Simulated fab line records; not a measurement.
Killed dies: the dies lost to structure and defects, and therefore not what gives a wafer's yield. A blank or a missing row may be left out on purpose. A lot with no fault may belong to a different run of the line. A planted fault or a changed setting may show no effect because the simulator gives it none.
Comparing a struck lot with a sound one ; flow nand harc ; 14 out of 1159 route steps
Sound: these wafers, L773.2, L773.3, L773.6. Struck: wafer L790.5. (L790.1, L790.2 of the same lot were not struck and are left out.) The cause comes at the end.
Order at every step that has rows: each side's tool, ch and its chambers, its first start. Under that, the readings that differ: sound wafers ; struck wafers ; difference of the means ; sigmas: that difference in standard deviations of wafers without a fault.
alike: readings whose means differ by less than 2 such deviations, and words and numbers that are the same on both sides. not compared: withheld readings, readings that some wafer has no value for, bounds like >300 that may hide the same value, and numbers for which the record gives no deviation and whose values overlap.
A row with sigmas, a row that says differs or no value, or rows on one side alone: a step with any of these is where the two part. Non-overlapping numbers with no deviation appear without sigmas and do not part them. A reading that every wafer of one side lacks parts them only if that side has two wafers or more.

first, 1 step without rows for these wafers: NHARC_A_WL_FILL_ANNEAL_08 (time 1800 s).
NHARC_A_WL_FILL_ALD_10: deposits SiO2, target thk 50 nm, pulse time 10 s, ald cycles 500.
  sound on ald hk-01 ch 0,1,3, day 15 19:02; struck on ald hk-01 ch 3, day 19 18:12
reading;sound;struck;difference;sigmas
precursor pulse height rel;1.009 1.004 0.988;1.043;+0.043;+2
  alike: heater power outer w, heater power w, susceptor temp C
  not compared: ald cycles
NHARC_A_WL_FILL_ETCHBACK_16: etches the open film in C4F8/O2/Ar, target depth 88 nm, time 17.6 s.
  sound: rie diel-09 ch 0,1; struck: rie diel-09 ch 2
  alike: oes product au, rf vpp V
  not compared: rf hours counter h
then, 1 step without rows for these wafers: NHARC_A_WL_FILL_STRIP_29 (strips in O2, time 20 s).
NHARC_A_WL_FILL_ETCHBACK_17: etches the open film in Cl2/BCl3, target depth 4 nm, time 26.7 s.
  sound on rie metal-01 ch 0,1, day 15 22:52; struck on rie metal-01 ch 1, day 19 20:28
  alike: drypump motor current A, he backside leak sccm, oes product au
  not compared: rf hours counter h
then, 3 steps without rows for these wafers: NHARC_A_WL_FILL_PRECLEAN_18 (cleans in dHF, time 30 s); NHARC_A_WL_FILL_SRD_21; NHARC_A_WL_FILL_CVD_23 (deposits poly-Si, target thk 40 nm, time 800 s).
NHARC_A_WL_FILL_ETCHBACK_26: etches the open film in HBr, target depth 52 nm, time 13.3 s.
  sound on rie si-03 ch 0,2, day 16 03:53; struck on rie si-05 ch 1, day 20 01:50
reading;sound;struck;difference;sigmas
he backside leak sccm (sccm);2.97 2.95 3.08;2.28;-0.72;-3
  alike: drypump motor current A, oes product au, throttle valve pct
  not compared: rf hours counter h
then, 2 steps without rows for these wafers: NHARC_A_WL_FILL_PRECLEAN_30 (cleans in dHF, time 10 s); NHARC_A_WL_FILL_SRD_14.
NHARC_A_WL_FILL_ALD_19: deposits TiN, target thk 2 nm, pulse time 3 s, ald cycles 100.
  sound on ald metal-01 ch 0,2,3, day 16 04:09; struck on ald metal-02 ch 3, day 20 02:06
reading;sound;struck;difference;sigmas
ald cycles;100 100 100;93;-7;
  alike: heater power outer w, heater power w, precursor pulse height rel, susceptor temp C
NHARC_A_WL_FILL_CVD_20: deposits W, target thk 75 nm, time 5064 s.
  sound: cvd w-02 ch 0,1; struck: cvd w-01 ch 0
  alike: heater power outer w, heater power w, susceptor temp C, throttle valve pct
-- record jumps: 3 days between struck wafers' starts before vs after; left off in module A_WL_FILL, resumes in module END, first step shown is number 1159 of the route --
NHARC_END_SORT_01:
  sound on prober-02 ch 0, day 19 19:34; struck on prober-02 ch 0, day 23 07:48
  alike: killed at array, killed at other, killed at periphery, killed dies, killed open, killed short

WHERE THEY PART
First at NHARC_A_WL_FILL_ALD_10; last, within this record, at NHARC_A_WL_FILL_ETCHBACK_26. Later steps at which nothing parts them and some readings are alike: NHARC_A_WL_FILL_ALD_19, NHARC_A_WL_FILL_CVD_20, NHARC_END_SORT_01.

WHY: what had been put in by the simulator
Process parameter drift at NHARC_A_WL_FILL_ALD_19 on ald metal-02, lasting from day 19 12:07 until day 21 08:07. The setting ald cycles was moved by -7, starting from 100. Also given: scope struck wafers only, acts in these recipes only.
